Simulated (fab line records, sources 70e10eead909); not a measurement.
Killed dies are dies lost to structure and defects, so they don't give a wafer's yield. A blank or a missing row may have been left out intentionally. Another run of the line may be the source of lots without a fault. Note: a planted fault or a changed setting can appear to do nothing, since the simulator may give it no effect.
Matching of chambers	flow nandHarc	NHARC_A_CHANNEL_FILL_D2_STRIP_28 on rieDiel-06 has 4 sister chambers
The step strips in O2, time 20 s. 4 wafers are shown with their chamber, then 12 later ones without.

== WAFERS WITH THEIR CHAMBER ==
wafer	chamber	showerheadPlenumPTorr (Torr)
L085.1	3	3.60
L085.2	0	3.41
L088.4	1	3.44
L088.5	2	3.32

== WAFERS WITHOUT THEIR CHAMBER ==
wafer	showerheadPlenumPTorr (Torr)
L090.2	3.44
L090.3	3.60
L090.4	3.32
L091.2	3.60
L091.4	3.44
L091.5	3.44
L092.1	3.60
L092.3	3.31
L092.6	3.60
L093.1	3.41
L093.4	3.31
L093.6	3.60

== WHICH CHAMBER EACH ONE RAN IN ==
wafer	from the rows above	in truth
L090.2	1	1
L090.3	3	3
L090.4	2	2
L091.2	3	3
L091.4	1	1
L091.5	1	1
L092.1	3	3
L092.3	2	2
L092.6	3	3
L093.1	0	0
L093.4	2	2
L093.6	3	3
Correct placement for 12 of the 12. From these rows, 0 cannot be placed. Placed wrongly: 0.
How it was worked out, from the rows above alone: a wafer's distance from a chamber is the root of the sum, over the readings, of the square of ((its reading less the chamber's mean) divided by the reading's scatter). The wafer belongs to the nearest chamber; if the next one is less than 2 further off, it can't be placed. The mean given for a chamber averages the wafers shown for that chamber. The scatter: with one shown wafer a chamber, the root of the mean of the squares of how far each hidden wafer lies from its nearest shown one.
